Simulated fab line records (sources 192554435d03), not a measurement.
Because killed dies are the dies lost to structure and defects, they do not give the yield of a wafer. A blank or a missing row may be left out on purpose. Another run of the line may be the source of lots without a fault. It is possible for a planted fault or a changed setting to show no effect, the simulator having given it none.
Which tool is to blame? + flow n5_finfet + 72 wafers from 24 lots sampled at 5 of the route's 1938 steps

## WHAT THE GAUGES SHOWED, per wafer
N5_BEOL_M3_OCD_MEAS_38.
| lot  | measured     | on     | trench_depth_nm (nm) |
|------|--------------|--------|----------------------|
| L075 | day 7 20:47  | ocd-02 | 56.4 54.1 56.8       |
| L076 | day 8 02:11  | ocd-02 | 56.0 53.9 54.4       |
| L074 | day 8 05:19  | ocd-01 | 55.6 56.2 55.7       |
| L077 | day 8 11:47  | ocd-01 | 54.0 55.6 57.0       |
| L078 | day 8 21:53  | ocd-01 | 54.7 57.8 56.7       |
| L079 | day 9 06:57  | ocd-02 | 56.3 56.7 55.9       |
| L080 | day 9 12:07  | ocd-02 | 58.7 56.2 57.6       |
| L083 | day 9 15:51  | ocd-02 | 54.5 55.2 56.9       |
| L081 | day 10 00:24 | ocd-01 | 55.3 55.7 54.0       |
| L084 | day 10 18:05 | ocd-02 | 55.4 57.0 55.9       |
| L082 | day 10 19:59 | ocd-02 | 54.9 56.5 56.6       |
| L085 | day 10 21:07 | ocd-01 | 56.3 57.4 55.6       |
| L088 | day 10 22:44 | ocd-02 | 56.8 55.5 57.5       |
| L086 | day 11 03:02 | ocd-02 | 57.1 57.3 55.6       |
| L087 | day 11 10:41 | ocd-01 | 58.3 56.8 56.1       |
| L089 | day 11 10:49 | ocd-01 | 56.0 55.4 56.2       |
| L090 | day 11 19:20 | ocd-01 | 56.7 54.7 56.8       |
| L092 | day 12 08:08 | ocd-02 | 55.2 56.4 55.7       |
| L093 | day 12 11:29 | ocd-02 | 56.1 57.7 57.5       |
| L091 | day 12 13:35 | ocd-02 | 56.1 57.1 54.1       |
| L095 | day 12 14:16 | ocd-02 | 56.6 56.9 55.3       |
| L094 | day 13 01:43 | ocd-02 | 56.3 55.7 55.7       |
| L096 | day 13 16:04 | ocd-01 | 56.8 55.7 56.4       |
| L097 | day 13 19:25 | ocd-02 | 55.8 57.3 57.4       |

N5_BEOL_M3_THK_MEAS_53: measures by xrf.
| lot  | measured     | on            | M3_THK (nm)    |
|------|--------------|---------------|----------------|
| L075 | day 8 01:37  | film_metro-02 | 42.4 40.0 41.8 |
| L076 | day 8 05:28  | film_metro-02 | 40.0 37.7 40.1 |
| L074 | day 8 09:53  | film_metro-01 | 40.2 40.1 41.3 |
| L077 | day 8 15:42  | film_metro-02 | 38.7 37.7 39.2 |
| L078 | day 9 02:25  | film_metro-02 | 39.7 38.9 39.5 |
| L079 | day 9 10:43  | film_metro-02 | 40.9 40.7 40.6 |
| L080 | day 9 15:52  | film_metro-02 | 38.3 39.5 40.9 |
| L083 | day 9 19:50  | film_metro-01 | 34.6 36.3 37.1 |
| L081 | day 10 06:11 | film_metro-02 | 38.7 40.3 38.3 |
| L084 | day 10 21:55 | film_metro-02 | 36.5 37.3 39.2 |
| L082 | day 10 23:54 | film_metro-02 | 36.4 38.3 36.4 |
| L085 | day 11 01:15 | film_metro-01 | 37.9 38.4 40.8 |
| L088 | day 11 02:41 | film_metro-01 | 38.4 38.0 41.8 |
| L086 | day 11 08:20 | film_metro-02 | 37.3 40.4 39.0 |
| L087 | day 11 14:21 | film_metro-02 | 40.0 40.2 40.7 |
| L089 | day 11 14:37 | film_metro-01 | 37.1 39.2 39.3 |
| L090 | day 11 23:08 | film_metro-01 | 39.0 39.3 39.3 |
| L092 | day 12 11:55 | film_metro-01 | 38.5 40.0 40.0 |
| L093 | day 12 15:29 | film_metro-01 | 39.1 36.8 40.3 |
| L091 | day 12 17:37 | film_metro-02 | 40.1 38.1 39.8 |
| L095 | day 12 17:53 | film_metro-02 | 37.8 38.7 39.0 |
| L094 | day 13 07:07 | film_metro-02 | 37.8 41.2 39.4 |
| L096 | day 13 20:04 | film_metro-01 | 40.0 39.0 41.6 |
| L097 | day 14 00:35 | film_metro-02 | 35.8 36.8 39.4 |

## WHICH TOOL RAN EACH LOT (tool, then ch and the chambers of the sampled wafers, then the start)
| lot  | N5_BEOL_M3_DEGAS_44          | N5_BEOL_M3_PRE_CLEAN_45      | N5_BEOL_M3_SURFACE_TREAT_85  |
|------|------------------------------|------------------------------|------------------------------|
| L075 | pvd_sputter-01, day 7 21:15  | pvd_sputter-01, day 7 21:17  | pvd_sputter-01, day 7 21:38  |
| L076 | pvd_sputter-02, day 8 02:23  | pvd_sputter-02, day 8 02:26  | pvd_sputter-02, day 8 02:43  |
| L074 | pvd_sputter-01, day 8 05:46  | pvd_sputter-01, day 8 05:48  | pvd_sputter-02, day 8 06:11  |
| L077 | pvd_sputter-03, day 8 12:13  | pvd_sputter-03, day 8 12:15  | pvd_sputter-03, day 8 12:37  |
| L078 | pvd_sputter-02, day 8 22:31  | pvd_sputter-02, day 8 22:33  | pvd_sputter-03, day 8 22:55  |
| L079 | pvd_sputter-01, day 9 07:17  | pvd_sputter-01, day 9 07:20  | pvd_sputter-02, day 9 07:46  |
| L080 | pvd_sputter-03, day 9 12:40  | pvd_sputter-03, day 9 12:42  | pvd_sputter-01, day 9 12:59  |
| L083 | pvd_sputter-02, day 9 16:05  | pvd_sputter-02, day 9 16:08  | pvd_sputter-01, day 9 16:32  |
| L081 | pvd_sputter-02, day 10 00:52 | pvd_sputter-02, day 10 00:54 | pvd_sputter-02, day 10 01:16 |
| L084 | pvd_sputter-03, day 10 18:29 | pvd_sputter-03, day 10 18:32 | pvd_sputter-03, day 10 18:53 |
| L082 | pvd_sputter-02, day 10 20:29 | pvd_sputter-02, day 10 20:32 | pvd_sputter-02, day 10 20:52 |
| L085 | pvd_sputter-03, day 10 21:49 | pvd_sputter-03, day 10 21:51 | pvd_sputter-03, day 10 22:17 |
| L088 | pvd_sputter-02, day 10 23:21 | pvd_sputter-02, day 10 23:23 | pvd_sputter-02, day 10 23:51 |
| L086 | pvd_sputter-03, day 11 03:17 | pvd_sputter-03, day 11 03:20 | pvd_sputter-03, day 11 04:00 |
| L087 | pvd_sputter-02, day 11 11:12 | pvd_sputter-02, day 11 11:14 | pvd_sputter-02, day 11 11:35 |
| L089 | pvd_sputter-03, day 11 11:13 | pvd_sputter-03, day 11 11:16 | pvd_sputter-01, day 11 11:37 |
| L090 | pvd_sputter-03, day 11 19:44 | pvd_sputter-03, day 11 19:47 | pvd_sputter-01, day 11 20:17 |
| L092 | pvd_sputter-03, day 12 08:40 | pvd_sputter-03, day 12 08:42 | pvd_sputter-01, day 12 09:01 |
| L093 | pvd_sputter-02, day 12 12:02 | pvd_sputter-02, day 12 12:05 | pvd_sputter-02, day 12 12:25 |
| L091 | pvd_sputter-03, day 12 14:31 | pvd_sputter-03, day 12 14:34 | pvd_sputter-02, day 12 14:51 |
| L095 | pvd_sputter-02, day 12 14:36 | pvd_sputter-02, day 12 14:38 | pvd_sputter-03, day 12 14:56 |
| L094 | pvd_sputter-03, day 13 02:17 | pvd_sputter-03, day 13 02:20 | pvd_sputter-03, day 13 04:19 |
| L096 | pvd_sputter-03, day 13 16:34 | pvd_sputter-03, day 13 16:37 | pvd_sputter-02, day 13 17:09 |
| L097 | pvd_sputter-01, day 13 19:38 | pvd_sputter-01, day 13 19:41 | pvd_sputter-01, day 13 20:17 |
- N5_BEOL_M3_DEGAS_44: time 60 s.
- N5_BEOL_M3_PRE_CLEAN_45: time 30 s.
- N5_BEOL_M3_SURFACE_TREAT_85

## AS READ BY THE TOOLS THEMSELVES (means over the sampled wafers that have a number; for cases with no such wafer, the mark the record gives instead)
N5_BEOL_M3_DEGAS_44.
| lot  | tool           | heater_power_w (W) |
|------|----------------|--------------------|
| L075 | pvd_sputter-01 | 316                |
| L076 | pvd_sputter-02 | 330                |
| L074 | pvd_sputter-01 | 310                |
| L077 | pvd_sputter-03 | 316                |
| L078 | pvd_sputter-02 | 327                |
| L079 | pvd_sputter-01 | 318                |
| L080 | pvd_sputter-03 | 340                |
| L083 | pvd_sputter-02 | 328                |
| L081 | pvd_sputter-02 | 323                |
| L084 | pvd_sputter-03 | 326                |
| L082 | pvd_sputter-02 | 318                |
| L085 | pvd_sputter-03 | 320                |
| L088 | pvd_sputter-02 | 287                |
| L086 | pvd_sputter-03 | 358                |
| L087 | pvd_sputter-02 | 348                |
| L089 | pvd_sputter-03 | 358                |
| L090 | pvd_sputter-03 | 319                |
| L092 | pvd_sputter-03 | 350                |
| L093 | pvd_sputter-02 | 297                |
| L091 | pvd_sputter-03 | 320                |
| L095 | pvd_sputter-02 | 337                |
| L094 | pvd_sputter-03 | 332                |
| L096 | pvd_sputter-03 | 340                |
| L097 | pvd_sputter-01 | 327                |

N5_BEOL_M3_PRE_CLEAN_45.
| lot  | tool           | heater_power_w (W) |
|------|----------------|--------------------|
| L075 | pvd_sputter-01 | 313                |
| L076 | pvd_sputter-02 | 325                |
| L074 | pvd_sputter-01 | 306                |
| L077 | pvd_sputter-03 | 324                |
| L078 | pvd_sputter-02 | 322                |
| L079 | pvd_sputter-01 | 313                |
| L080 | pvd_sputter-03 | 336                |
| L083 | pvd_sputter-02 | 328                |
| L081 | pvd_sputter-02 | 326                |
| L084 | pvd_sputter-03 | 333                |
| L082 | pvd_sputter-02 | 314                |
| L085 | pvd_sputter-03 | 324                |
| L088 | pvd_sputter-02 | 296                |
| L086 | pvd_sputter-03 | 355                |
| L087 | pvd_sputter-02 | 352                |
| L089 | pvd_sputter-03 | 364                |
| L090 | pvd_sputter-03 | 320                |
| L092 | pvd_sputter-03 | 348                |
| L093 | pvd_sputter-02 | 297                |
| L091 | pvd_sputter-03 | 320                |
| L095 | pvd_sputter-02 | 333                |
| L094 | pvd_sputter-03 | 334                |
| L096 | pvd_sputter-03 | 338                |
| L097 | pvd_sputter-01 | 324                |

N5_BEOL_M3_SURFACE_TREAT_85.
| lot  | tool           | ar_flow_sccm (sccm) |
|------|----------------|---------------------|
| L075 | pvd_sputter-01 | 29.85               |
| L076 | pvd_sputter-02 | 30.02               |
| L074 | pvd_sputter-02 | 30.12               |
| L077 | pvd_sputter-03 | 30.08               |
| L078 | pvd_sputter-03 | 29.97               |
| L079 | pvd_sputter-02 | 29.96               |
| L080 | pvd_sputter-01 | 29.95               |
| L083 | pvd_sputter-01 | 29.95               |
| L081 | pvd_sputter-02 | 29.98               |
| L084 | pvd_sputter-03 | 30.04               |
| L082 | pvd_sputter-02 | 29.93               |
| L085 | pvd_sputter-03 | 30.05               |
| L088 | pvd_sputter-02 | 29.94               |
| L086 | pvd_sputter-03 | 30.07               |
| L087 | pvd_sputter-02 | 30.02               |
| L089 | pvd_sputter-01 | 29.95               |
| L090 | pvd_sputter-01 | 30.00               |
| L092 | pvd_sputter-01 | 30.05               |
| L093 | pvd_sputter-02 | 30.00               |
| L091 | pvd_sputter-02 | 30.08               |
| L095 | pvd_sputter-03 | 30.03               |
| L094 | pvd_sputter-03 | 30.02               |
| L096 | pvd_sputter-02 | 29.88               |
| L097 | pvd_sputter-01 | 29.93               |

## THE ANSWER, worked out from the rows above alone
Rule: the usual values come from the lots themselves. The widest of any qualifying gaps counts: lots, ordered by their means at a reading, are off when they make up no more than a third of the lots, leave a main group of 4 or more, and stand apart from it by 3 or more times the standard deviation of that group's means. The tables above print the reading to a certain number of digits; a main group whose means all agree to those digits is not used. Also off: a lot with no number at a reading for which 4 or more lots have one. The other lots that the step has rows for count as sound. After the gauges, taken in route order, come the tools' own readings; for these a lot's mean is taken, as printed above. At the first step where some lot is off, the reading lying furthest off is the one used; lots without a number count as furthest.
No lot is off at any reading shown: from this, nothing can be told.

## WHAT WAS PUT IN BY THE SIMULATOR
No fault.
